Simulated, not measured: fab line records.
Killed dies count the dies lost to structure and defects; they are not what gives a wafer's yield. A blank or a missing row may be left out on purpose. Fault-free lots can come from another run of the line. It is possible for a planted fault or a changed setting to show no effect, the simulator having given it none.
Struck lot and sound lot, side by side | flow n5_finfet | 14 out of 1938 route steps
Sound: the wafers L142.1, L142.5, L142.6. Struck: wafers L151.1, L151.4, L151.6. The cause is given at the end.
At each step with rows: each side's tool, then ch and its chambers, then its first start. Under that, the readings that differ: sound wafers | struck wafers | difference of the means | sigmas: that difference in standard deviations of wafers without a fault.
alike: words and numbers the same on both sides, and readings whose means are apart by under 2 such deviations; not compared: readings that were withheld, readings missing a value for some wafer, numbers with overlapping values and no deviation given by the record, and bounds like >300 which may hide the same value.
The two part at a step that has a row with sigmas, a row that says differs or no value, or rows on one side only. Non-overlapping numbers with no deviation appear without sigmas and do not part them. A reading that every wafer of one side lacks parts them only if that side has two wafers or more.

first, 1 step without rows for these wafers: N5_MIM_BOT_DEGAS_01 (time 60 s).
N5_MIM_BOT_SPUTTER_00: material TiN, target thk 35 nm, time 89.7 s.
  struck on pvd_sputter-01, day 15 16:59; sound on pvd_sputter-01, day 13 04:01
  alike: throttle_valve_pct
N5_MIM_TOP_ALD_00: deposits Al2O3, purge time 3 s, co reactant pulse time 3 s.
  sound on ald_hk-01 ch 1,2, day 13 04:07; struck on ald_hk-02 ch 0,1, day 15 17:05
  alike: precursor_pulse_height_rel
N5_MIM_TOP_ALD_01: deposits HfO2, target thk 5.6 nm, pulse time 1 s, purge time 3 s.
  sound on ald_hk-01 ch 1,2; struck on ald_hk-02 ch 0,1
  alike: precursor_pulse_height_rel
N5_MIM_TOP_ALD_02: deposits Al2O3, purge time 3 s, co reactant pulse time 3 s.
  sound on ald_hk-01 ch 1,2; struck on ald_hk-02 ch 0,1
  alike: precursor_pulse_height_rel
then, 1 step without rows for these wafers: N5_MIM_TOP_DEGAS_04 (time 60 s).
N5_MIM_TOP_SPUTTER_03: material TiN, target thk 35 nm, time 89.7 s.
  struck on pvd_sputter-03, day 15 18:20; sound on pvd_sputter-03, day 13 09:44
  alike: throttle_valve_pct
then, 5 steps without rows for these wafers: N5_MIM_TOP_LITHO_HMDS_01 (time 60 s); N5_MIM_TOP_LITHO_COAT_02; N5_MIM_TOP_LITHO_EBR_04; N5_MIM_TOP_LITHO_SOFTBAKE_03 (time 90 s); N5_MIM_TOP_LITHO_EXPOSE_05 (exposes mask MIM TOP, target cd 2000 nm).
N5_MIM_TOP_LITHO_PEB_06:
  sound on litho_track-01 ch 0, day 13 10:00; struck on litho_track-04, day 15 18:44
  reading         | sound          | struck | difference                    | sigmas
  exhaust_pa (Pa) | 44.2 44.4 44.4 | - - -  | no value on the struck wafers |
  not compared: chill_plate_temp_C
then, 1 step without rows for these wafers: N5_MIM_TOP_LITHO_DEVELOP_07 (develop time 60 s).

## WHERE THEY PART
N5_MIM_TOP_LITHO_PEB_06 only, going by this record.

WHY: whatever the simulator had introduced
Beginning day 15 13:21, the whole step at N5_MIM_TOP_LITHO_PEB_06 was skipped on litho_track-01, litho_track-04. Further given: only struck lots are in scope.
